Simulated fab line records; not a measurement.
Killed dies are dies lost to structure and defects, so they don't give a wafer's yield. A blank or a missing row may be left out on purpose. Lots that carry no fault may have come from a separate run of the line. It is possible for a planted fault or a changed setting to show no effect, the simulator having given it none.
A struck lot beside a sound one + flow n5-finfet + 37 out of 1938 route steps
Sound: these wafers, L190.2, L190.3, L190.6. Struck: wafers L193.1, L193.3, L193.5. The cause is given at the end.
Each step with rows lists, per side, the tool, then ch with its chambers, then its first start. Under that, the readings that differ: sound wafers + struck wafers + difference of the means + sigmas: that difference in standard deviations of wafers without a fault.
alike: same words and numbers on both sides, and readings whose means sit less than 2 such deviations apart. not compared: any withheld reading, any reading some wafer has no value for, any bound like >300 that may hide the same value, and any number with overlapping values for which the record gives no deviation.
Wherever a step has rows on one side only, a row that says differs or no value, or a row with sigmas, the two part there. Numbers that have no deviation but don't overlap get no sigmas and don't part them. A reading that every wafer of one side lacks parts them only if that side has two wafers or more.

first, 9 steps without rows for these wafers: N5_BEOL_M4_ANNEAL_95 (time 240 s); N5_BEOL_M4_SPUTTER_96 (material Cu, target thk 4.5 nm, time 8.29 s); N5_BEOL_M4_ECD_50 (material Cu, target thk 300 nm); N5_BEOL_M4_ANNEAL_51 (time 90 s); N5_BEOL_M4_CMP_52 (polishes, stops on SiOC, t overpolish 6.8 s, target thk 40 nm); N5_BEOL_M4_PRE_CLEAN_60 (time 15 s); N5_BEOL_M4_CO_CAP_55 (material Co, precursor CCTBA/H2, target thk 2 nm, time 102.1 s); N5_BEOL_M4_PRE_CLEAN_56 (time 15 s); N5_BEOL_M4_DEP_57 (deposits SiCN from 3MS/NH3, target thk 8 nm, time 14 s).
N5_BEOL_M4_RC_MEAS_101:
  sound on prober-02 ch 0, day 11 02:47; struck on prober-01 ch 0, day 11 03:11
  alike: DIBL_N, DIBL_P, IOFF_N, IOFF_P, ION_N, ION_P, SS_N, SS_P, VT_N, VT_P
then, 24 steps without rows for these wafers: N5_BEOL_M5_ILD_DEP_00 (deposits SiCOH lowk from DEMS/porogen, target thk 140.64 nm, time 25.9 s); N5_BEOL_M5_CURE_79 (cures SiCOH lowk, time 240 s); N5_BEOL_M5_PECVD_70 (deposits SiO2 from TEOS/O2, target thk 16 nm, time 18 s); N5_BEOL_M5_HM_DEP_02 (deposits TiN, target thk 20 nm); N5_BEOL_M5_COAT_59 (time 60 s, resist thk 60 nm); N5_BEOL_M5_COAT_60 (time 60 s, resist thk 12 nm); N5_BEOL_M5_COAT_71 (time 60 s, resist thk 5 nm); N5_BEOL_M5_COAT_05 (resist thk 30 nm); N5_BEOL_M5_EBR_07; N5_BEOL_M5_SOFTBAKE_06 (time 60 s); N5_BEOL_M5_EXPOSE_08 (exposes mask M5, target cd 28 nm); N5_BEOL_M5_PEB_09 (peb time 60 s); N5_BEOL_M5_DEVELOP_10 (develop time 30 s); N5_BEOL_M5_DESCUM_16 (chemistry O2, time 7 s); N5_BEOL_M5_ETCH_72 (etches underlayer in N2/H2, target depth 6.5 nm, time 5.2 s); N5_BEOL_M5_ETCH_61 (etches SiARC in CF4, target depth 15.6 nm, time 26 s); N5_BEOL_M5_ETCH_62 (etches SOC in N2/H2, target depth 75 nm, overetch 15 nm, time 112.5 s); N5_BEOL_M5_STRIP_63 (strips in N2/H2); N5_BEOL_M5_STRIP_73 (strips in N2/H2); N5_BEOL_M5_STRIP_64 (strips in CF4); N5_BEOL_M5_HM_OPEN_17 (chemistry Cl2/BCl3, target TiN, target depth 20 nm, overetch 6 nm); N5_BEOL_M5_STRIP_19 (strips in O2); N5_BEOL_M5_COAT_65 (time 60 s, resist thk 60 nm); N5_BEOL_M5_COAT_66 (time 60 s, resist thk 12 nm).
N5_BEOL_M8_ETCH_65: etches SiARC in CF4, target depth 15.6 nm, time 26 s.
  sound on rie-diel-04 ch 0,1,3, day 12 09:58; struck on rie-diel-04 ch 0,1,3, day 12 18:01
  no value came back on the struck wafers for any of 8 readings (bias-w (W), cf4-flow-sccm (sccm) and others); on the sound wafers bias-w (W) reads 35.93 35.98 35.94
| reading                                      | sound        | struck         | difference | sigmas |
|----------------------------------------------|--------------|----------------|------------|--------|
| model.CAR-EUV_of_BEOL_M8_COAT_22.thk-nm (nm) | 11.2 11.2 11 | 20.2 20.4 20.2 | +9.1       |        |
  not compared: rf-hours-counter-h
N5_BEOL_M8_ETCH_66: etches SOC in N2/H2, target depth 80 nm, overetch 16 nm, time 120 s.
  sound on rie-diel-04 ch 0,1,3, day 12 09:59; struck on rie-diel-04 ch 0,1,3, day 12 18:02
| reading               | sound          | struck         | difference | sigmas |
|-----------------------|----------------|----------------|------------|--------|
| oes-product-au (a.u.) | 0.61 0.72 0.65 | 0.31 0.30 0.35 | -0.34      | -5     |
  alike: bias-w, chamber-pressure-mTorr, drypump-motor-current-A, rf-vpp-V, showerhead-plenum-p-Torr, throttle-valve-pct
  not compared: rf-hours-counter-h
-- a jump in the record: the struck wafers' starts before and after are 3 days apart (it breaks off in module BEOL_M8 and resumes in module PASSIVATION, where the first step shown is number 1936 of the route) --
N5_PASSIVATION_PROBE_49:
  sound on prober-01 at day 15 04:47; struck on prober-01 at day 15 08:42
| reading                  | sound          | struck         | difference | sigmas      |
|--------------------------|----------------|----------------|------------|-------------|
| defect-limited-yield (%) | 87.4 89.7 90.3 | 0 0 0          | -89        | -64         |
| killed_at_M4_up          | 20 29 9        | 1072 1069 1100 | +1061      | +99 or more |
| killed-dies              | 149 121 114    | 1180 1180 1180 | +1052      | +66         |
| killed-on-rim            | 18 16 15       | 152 152 152    | +136       | +34         |
| sort_bin_5_function (%)  | 7.8 5.8 5.6    | 96.4 96.2 96.1 | +89.8      | +99         |
| sort-n-pass              | 1031 1059 1066 | 0 0 0          | -1052      | -66         |
| sort-yield-pct (%)       | 87.4 89.7 90.3 | 0 0 0          | -89        | -64         |
  alike: killed_at_M0_to_M3, killed-at-contacts, killed-at-front-end, killed-at-other, killed-open, killed-short, sort_bin_6_memory

== WHERE THEY PART ==
Earliest at N5_BEOL_M8_ETCH_65; latest, in this record, at N5_PASSIVATION_PROBE_49.

WHY: the cause the simulator had injected
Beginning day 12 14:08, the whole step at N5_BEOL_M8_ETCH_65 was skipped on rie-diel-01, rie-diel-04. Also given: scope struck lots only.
